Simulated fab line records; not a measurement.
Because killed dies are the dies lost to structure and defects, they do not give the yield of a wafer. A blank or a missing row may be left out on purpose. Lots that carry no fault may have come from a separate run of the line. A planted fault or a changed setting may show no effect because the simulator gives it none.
fab line records    flow nandHarc
[record] lots = 13  wafers = 39  lastDay = 24
route steps=1159 shown A_ZERO_WELL@403 A_SOURCE_PLATE@416 END@1159
lots untouched by any fault: they come from a run of this same line in which no faults occurred
startH: start of the lot's first displayed wafer, in hours after the record's first day    waitH: hours elapsed since this lot's preceding step    " identical to the entry in the row above    L1.1+2: one row covering several wafers at once    - no value, or no start given    * or withheld: withheld    < > ~ a bound
route shown NAME@n: names a module that has steps shown in the file, with the first one's number in the route    usual: average and standard deviation across the fault-free wafers    same: alike in all rows    chamber/n: place in a boat    sites: per-site readings    _std_site: standard deviation of those values    _edge_site: outer sites' mean less inner sites'    radiusMm: for every site, how far away it sits from the centre of the wafer    mask NAME#n: copy n    behind: the most recent tool/chamber to have shaped the wafer    hold: why the lot went on hold/how many hours it stayed there/how the hold came to an end    device: which transistor (n, p or np) failed to switch    end of line: the route-end tests of the same wafers    for a step that has no rows: nothing shown but its recipe    killed: count of dies lost to structure and defects at first sort (not the wafer's yield)    map: a wafer's dies, x killed, . not, _ none there
set.NAME: the setting as run; set.NAME@STEP: as run at that earlier step    model.NAME: the simulator's own value behind a step, which no gauge read
a sample of lots followed through the steps of the route, with each step as a table and each wafer as a row
services: from which hour (startH, from the record's first day; less than 0 if before it) a tool's chamber was out of use, for how many hours, and why
[[steps]]
[step NHARC_A_ZERO_WELL_DESCUM_12]
[recipe] timeS = 3  o2FlowSccm = 200  arFlowSccm = 0  biasPowerW = 0  chemistry = O2
[usual] drypumpMotorCurrentA = 5.5/0.64  oesProductAu = 0.998/0.0076  rfVppV = 57.8/0.9  showerheadPlenumPTorr = 1.91/0.077  throttleValvePct = 11.311/0.0089
lot.wafer  tool        chamber  startH  waitH  drypumpMotorCurrentA  oesProductAu  rfHoursCounterH  rfVppV  showerheadPlenumPTorr  throttleValvePct
L395.2     rieDiel-06  1        131.97  -      4.9                   0.999         3                58.0    1.90                   11.294
L395.6     "           0        "       "      6.3                   1.012         -                57.7    1.90                   11.301
L395.5     "           1        "       "      4.9                   1.003         -                58.4    1.90                   11.320
L396.4     rieDiel-06  2        132.58  -      4.8                   0.995         4                56.5    1.98                   11.325
L396.3     "           0        "       "      6.2                   1.006         5                57.5    1.90                   11.311
L396.5     "           2        "       "      4.8                   1.003         -                57.8    1.98                   11.300
L398.4     rieDiel-06  2        150.85  -      4.8                   0.992         5                58.9    1.98                   11.305
L398.3     "           0        "       "      6.3                   1.008         5                58.6    1.90                   11.319
L398.1     "           1        "       "      4.9                   1.008         4                58.6    1.90                   11.304
L397.1     rieDiel-09  0        152.22  -      5.7                   0.988         6                58.4    2.00                   11.304
L397.2     "           1        "       "      5.3                   0.991         6                56.4    1.92                   11.314
L397.5     "           0        "       "      5.7                   0.990         -                59.6    2.00                   11.317
L403.3     rieDiel-08  3        183.08  -      5.1                   1.010         3                58.3    1.80                   11.308
L403.4     "           0        "       "      4.8                   0.998         4                57.1    1.78                   11.311
L403.2     "           1        "       "      5.8                   1.000         4                57.6    1.80                   11.318
L404.1     rieDiel-06  0        191.66  -      6.3                   1.000         8                58.2    1.90                   11.302
L404.2     "           2        "       "      4.7                   1.002         8                57.6    1.98                   11.314
L404.6     "           3        "       "      6.7                   1.006         -                57.3    2.00                   11.317
L405.2     rieDiel-08  0        197.25  -      4.9                   1.006         6                56.6    1.78                   11.307
L405.4     "           2        "       "      5.5                   1.007         6                59.8    2.00                   11.324
L405.5     "           3        "       "      5.1                   0.993         -                56.2    1.80                   11.313
L414.1     rieDiel-09  0        242.09  -      5.7                   1.005         13               57.0    2.00                   11.324
L414.2     "           3        "       "      5.4                   1.011         12               57.2    1.89                   11.311
L414.6     "           1        "       "      5.3                   0.996         -                57.8    1.92                   11.302
L413.3     rieDiel-09  2        243.16  -      5.9                   0.995         11               58.5    1.87                   11.313
L413.1     "           3        "       "      5.5                   1.000         12               57.1    1.89                   11.324
L413.6     "           3        "       "      5.5                   0.994         -                56.0    1.89                   11.320
L416.2     rieDiel-06  1        253.02  -      4.9                   0.991         0                58.8    1.90                   11.319
L416.3     "           3        "       "      6.7                   1.012         0                57.8    2.00                   11.313
L416.6     "           2        "       "      4.7                   1.004         -                58.8    1.98                   11.304
L415.1     rieDiel-06  0        254.47  -      6.4                   0.997         0                57.4    1.90                   11.319
L415.4     "           1        "       "      4.9                   0.985         0                58.4    1.90                   11.304
L415.5     "           1        "       "      4.8                   0.996         -                57.4    1.90                   11.290
L417.3     rieDiel-08  3        262.25  -      5.1                   1.004         13               57.3    1.80                   11.303
L417.2     "           2        "       "      5.5                   1.006         14               58.0    2.00                   11.306
L417.4     "           3        "       "      5.1                   1.005         -                58.1    1.80                   11.319
L418.1     rieDiel-06  1        268.28  -      4.9                   0.994         1                57.5    1.90                   11.306
L418.2     "           3        "       "      6.7                   1.003         1                58.6    2.00                   11.321
L418.4     "           0        "       "      6.3                   0.984         1                58.3    1.90                   11.310
[step NHARC_A_ZERO_WELL_STRIP_14]
[recipe] timeS = 900  tempC = 130  chemistry = SPM
[usual] bathGuardTempC = 130.0/0.52  bathHeatDutyPct = 15.6/1.6
lot.wafer  tool         chamber  startH  waitH  bathGuardTempC  bathHeatDutyPct
L395.6     wetBench-03  5        132.32  -      129.1           17.8
L395.5     "            6        "       "      130.0           13.6
L395.2     "            7        "       "      130.0           18.1
L396.3     wetBench-01  6        132.94  -      130.6           16.3
L396.4     "            7        "       "      130.2           15.5
L396.5     "            2        "       "      129.9           16.3
L398.1     wetBench-09  3        151.22  -      130.9           15.6
L398.4     "            5        "       "      129.3           12.6
L398.3     "            6        "       "      130.2           18.1
L397.5     wetBench-09  6        152.57  -      129.9           17.3
L397.1     "            0        "       "      128.8           14.3
L397.2     "            1        "       "      130.6           17.8
L403.3     wetBench-03  2        183.44  -      -               -
L403.2     "            5        "       "      -               -
L403.4     "            6        "       "      -               -
L404.2     wetBench-03  5        192.04  -      -               -
L404.6     "            6        "       "      -               -
L404.1     "            7        "       "      -               -
L405.2     wetBench-03  4        197.60  -      -               -
L405.4     "            7        "       "      -               -
L405.5     "            0        "       "      -               -
L414.1     wetBench-03  0        242.45  -      129.0           13.1
L414.2     "            2        "       "      130.2           18.2
L414.6     "            5        "       "      129.2           17.2
L413.6     wetBench-03  1        243.54  -      130.2           14.9
L413.3     "            2        "       "      130.5           17.6
L413.1     "            4        "       "      129.3           17.3
L416.3     wetBench-01  6        253.38  -      130.7           16.1
L416.2     "            7        "       "      130.6           15.3
L416.6     "            1        "       "      129.8           13.9
L415.1     wetBench-01  6        254.83  -      130.4           16.2
L415.5     "            1        "       "      130.1           13.4
L415.4     "            2        "       "      130.3           17.3
L417.3     wetBench-01  5        262.67  -      130.4           14.6
L417.4     "            7        "       "      130.4           14.9
L417.2     "            0        "       "      130.0           14.5
L418.2     wetBench-01  0        268.64  -      130.3           13.6
L418.1     "            2        "       "      130.2           15.5
L418.4     "            3        "       "      130.0           17.4
[step NHARC_A_SOURCE_PLATE_THK_MEAS_09]
[recipe] thkMeasGauge = ellipsometry
[usual] thkNm = 9.6/0.94
lot.wafer  tool          chamber  startH  waitH  thkNm
L395.2     filmMetro-02  -        142.49  0.4    10.1
L395.5     "             -        "       "      11.1
L395.6     "             -        "       "      10.8
L396.3     filmMetro-02  -        142.49  0.4    9.8
L396.4     "             -        "       "      9.5
L396.5     "             -        "       "      10.7
L397.1     filmMetro-01  -        161.26  0.4    10.5
L397.2     "             -        "       "      10.2
L397.5     "             -        "       "      8.4
L398.1     filmMetro-02  -        161.26  0.4    10.5
L398.3     "             -        "       "      9.3
L398.4     "             -        "       "      11.1
L403.2     filmMetro-02  -        191.49  0.4    9.4
L403.3     "             -        "       "      9.6
L403.4     "             -        "       "      10.7
L404.1     filmMetro-02  -        202.20  0.4    9.5
L404.2     "             -        "       "      8.2
L404.6     "             -        "       "      9.0
L405.2     filmMetro-02  -        205.92  0.4    9.9
L405.4     "             -        "       "      10.7
L405.5     "             -        "       "      9.0
L413.1     filmMetro-01  -        250.45  0.4    9.5
L413.3     "             -        "       "      9.0
L413.6     "             -        "       "      9.3
L414.1     filmMetro-02  -        250.45  0.4    10.6
L414.2     "             -        "       "      8.3
L414.6     "             -        "       "      9.5
L415.1     filmMetro-01  -        261.96  0.4    10.2
L415.4     "             -        "       "      9.7
L415.5     "             -        "       "      8.3
L416.2     filmMetro-02  -        261.96  0.4    10.1
L416.3     "             -        "       "      8.9
L416.6     "             -        "       "      10.6
L417.2     filmMetro-02  -        271.72  0.4    9.3
L417.3     "             -        "       "      7.1
L417.4     "             -        "       "      9.3
L418.1     filmMetro-01  -        276.68  0.4    10.1
L418.2     "             -        "       "      10.4
L418.4     "             -        "       "      9.8
[step NHARC_A_SOURCE_PLATE_THK_MEAS_06]
[recipe] thkMeasGauge = ellipsometry
[usual] thkNm = 200.6/2.5
lot.wafer  tool          chamber  startH  waitH  thkNm
L396.3     filmMetro-02  -        157.95  0.4    200.7
L396.4     "             -        "       "      205.0
L396.5     "             -        "       "      202.5
L395.2     filmMetro-01  -        157.96  0.4    206.5
L395.5     "             -        "       "      203.4
L395.6     "             -        "       "      202.5
L398.1     filmMetro-01  -        175.09  0.4    197.5
L398.3     "             -        "       "      199.2
L398.4     "             -        "       "      198.6
L397.1     filmMetro-02  -        175.09  0.4    204.0
L397.2     "             -        "       "      202.5
L397.5     "             -        "       "      202.0
L403.2     filmMetro-01  -        205.61  0.4    198.6
L403.3     "             -        "       "      197.8
L403.4     "             -        "       "      199.0
L404.1     filmMetro-01  -        215.24  0.4    201.1
L404.2     "             -        "       "      200.5
L404.6     "             -        "       "      201.0
L405.2     filmMetro-01  -        219.32  0.4    197.2
L405.4     "             -        "       "      196.6
L405.5     "             -        "       "      200.1
L413.1     filmMetro-01  -        263.32  0.4    198.5
L413.3     "             -        "       "      199.1
L413.6     "             -        "       "      197.7
L414.1     filmMetro-02  -        263.32  0.4    200.0
L414.2     "             -        "       "      201.3
L414.6     "             -        "       "      198.0
L415.1     filmMetro-02  -        275.32  0.4    202.8
L415.4     "             -        "       "      200.5
L415.5     "             -        "       "      202.2
L416.2     filmMetro-01  -        275.32  0.4    196.0
L416.3     "             -        "       "      197.7
L416.6     "             -        "       "      197.1
L417.2     filmMetro-02  -        284.81  0.4    196.9
L417.3     "             -        "       "      196.9
L417.4     "             -        "       "      197.5
L418.1     filmMetro-02  -        292.15  0.4    201.7
L418.2     "             -        "       "      202.7
L418.4     "             -        "       "      200.5
[step NHARC_END_SORT_01]
[recipe] tempC = 25
[usual] killedAtArray = 29/11  killedAtOther = 0.6/0.89  killedAtPeriphery = 3.8/2.8  killedDies = 33/12  killedOpen = 3.5/1.9  killedShort = 1.9/1.3
[same] grossDies = 677
lot.wafer  tool       chamber  startH  waitH  killedAtArray  killedAtOther  killedAtPeriphery  killedDies  killedOpen  killedShort
L403.2     prober-01  0        483.12  2.8    30             0              4                  34          4           3
L403.3     prober-01  0        483.92  3.1    27             1              2                  30          5           1
L403.4     prober-01  0        484.71  3.4    35             0              2                  37          3           2
L404.1     prober-02  0        489.12  2.5    28             0              3                  31          4           4
L404.2     prober-02  0        489.91  2.8    26             0              4                  30          7           1
L404.6     prober-02  0        493.06  3.9    31             0              4                  35          3           1
L405.2     prober-01  0        507.19  2.8    21             4              4                  29          7           3
L405.4     prober-01  0        508.77  3.4    21             2              7                  30          3           1
L405.5     prober-01  0        509.56  3.7    19             1              5                  25          3           0
// killed by level:class
L403.2 A_CHANNEL_HOLE_D1:chamberFilmFlake=15 A_SLIT:chamberFilmFlake=9 P_M0:geometricParticle:open=3 A_STAIRCASE:chamberFilmFlake=2 P_M0:geometricParticle:short=1 A_STAIRCASE:geometricParticle:short=1 A_WL_FILL:geometricParticle:short=1 A_M0:geometricParticle:open=1
L403.3 A_CHANNEL_HOLE_D1:chamberFilmFlake=12 A_SLIT:chamberFilmFlake=9 A_STAIRCASE:chamberFilmFlake=2 P_CONTACT:geometricParticle:open=1 P_M0:geometricParticle:open=1 A_STAIRCASE:geometricParticle:open=1 A_CONTACT:geometricParticle:open=1 A_BLC:geometricParticle:open=1
L403.4 A_SLIT:chamberFilmFlake=13 A_CHANNEL_HOLE_D1:chamberFilmFlake=12 A_STAIRCASE:chamberFilmFlake=4 P_ZERO_WELL:chamberFilmFlake=2 A_ONON_D1:geometricParticle:short=1 A_ONON_D1:geometricParticle:open=1 A_SGD_CUT:geometricParticle:open=1 A_CONTACT:geometricParticle:open=1
L404.1 A_CHANNEL_HOLE_D1:chamberFilmFlake=14 A_STAIRCASE:chamberFilmFlake=3 A_CHANNEL_HOLE_D1:geometricParticle:short=2 A_WL_FILL:geometricParticle:short=2 P_ZERO_WELL:chamberFilmFlake=2 A_M0:chamberFilmFlake=2 P_CONTACT:geometricParticle:open=1 A_CHANNEL_FILL_D1:geometricParticle:open=1
L404.2 A_CHANNEL_HOLE_D1:chamberFilmFlake=12 A_STAIRCASE:chamberFilmFlake=5 A_ONON_D1:geometricParticle:open=2 A_CONTACT:chamberFilmFlake=2 P_GATE:geometricParticle:open=1 P_CONTACT:geometricParticle:short=1 P_M0:geometricParticle:open=1 A_CHANNEL_HOLE_D1:geometricParticle:open=1
L404.6 A_CHANNEL_HOLE_D1:chamberFilmFlake=18 A_STAIRCASE:chamberFilmFlake=4 A_CONTACT:chamberFilmFlake=3 P_ZERO_WELL:chamberFilmFlake=2 A_WL_FILL:chamberFilmFlake=2 P_GATE:geometricParticle:open=1 P_M0:geometricParticle:open=1 A_SGD_CUT:geometricParticle:short=1
L405.2 A_SGD_CUT:chamberFilmFlake=5 A_CONTACT:chamberFilmFlake=4 THIN_TSV:chamberFilmFlake=4 A_WL_FILL:geometricParticle:open=2 A_CHANNEL_HOLE_D1:chamberFilmFlake=2 A_STAIRCASE:chamberFilmFlake=2 P_CONTACT:geometricParticle:open=1 P_CONTACT:geometricParticle:short=1
L405.4 P_M2:chamberFilmFlake=5 A_CHANNEL_HOLE_D1:chamberFilmFlake=5 A_STAIRCASE:chamberFilmFlake=5 A_CONTACT:chamberFilmFlake=5 A_SGD_CUT:chamberFilmFlake=3 THIN_TSV:chamberFilmFlake=2 P_GATE:geometricParticle:open=1 A_WL_FILL:geometricParticle:short=1
L405.5 A_CHANNEL_HOLE_D1:chamberFilmFlake=6 A_STAIRCASE:chamberFilmFlake=5 A_CONTACT:chamberFilmFlake=3 A_CONTACT:geometricParticle:open=2 P_ZERO_WELL:chamberFilmFlake=2 P_M2:chamberFilmFlake=2 A_SGD_CUT:chamberFilmFlake=2 P_STI:geometricParticle:open=1
[[services]]
tool         chamber  startH  hours  kind
rieDiel-09   1        109.81  2.5    repair
wetBench-09  -        112.80  8.0    pm
rieDiel-06   0        122.47  -      clean
rieDiel-06   1        122.47  -      clean
rieDiel-06   2        122.47  -      clean
rieDiel-06   3        122.47  -      clean
rieDiel-08   -        124.80  9.0    pm
rieDiel-06   -        130.10  0.2    repair
wetBench-09  -        130.27  2.1    repair
rieDiel-09   2        130.72  19.2   repair
rieDiel-09   3        146.04  5.1    repair
wetBench-03  -        146.50  8.0    pm
rieDiel-06   0        146.97  -      clean
rieDiel-06   1        146.97  -      clean
rieDiel-06   2        146.97  -      clean
rieDiel-08   3        169.80  7.6    repair
rieDiel-09   1        207.74  32.3   repair
rieDiel-06   1        208.61  9.3    repair
wetBench-01  -        213.60  8.0    pm
wetBench-03  -        228.15  1.7    repair
rieDiel-08   1        239.18  2.5    repair
rieDiel-06   -        241.47  9.0    pm
rieDiel-09   -        254.38  9.0    pm
rieDiel-08   1        258.26  10.8   repair
[[key]]
[firstSign] step = NHARC_A_ZERO_WELL_STRIP_14  reading = toolRecord  direction = missing
effect none on later readings
metAt NHARC_A_ZERO_WELL_STRIP_14
struckLots L403,L404,L405
testerLeftOut L403,L404,L405
notActingAt NHARC_A_ZERO_WELL_DESCUM_12,NHARC_A_SOURCE_PLATE_THK_MEAS_09,NHARC_A_SOURCE_PLATE_THK_MEAS_06
onsetBetween 132.32 183.44
[fault] kind = skippedStepWhole  tool = wetBench-03  chamber = -  onsetH = 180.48  steps = NHARC_A_ZERO_WELL_STRIP_14  scope = struckLotsOnly
// testerLeftOut: of these lots the tester's yield and bins aren't shown, on N5 and GAA mostly nor the transistor test; their killed dies are dies lost to structure and defects alone, not to doping, threshold or leakage, so they don't give the yield
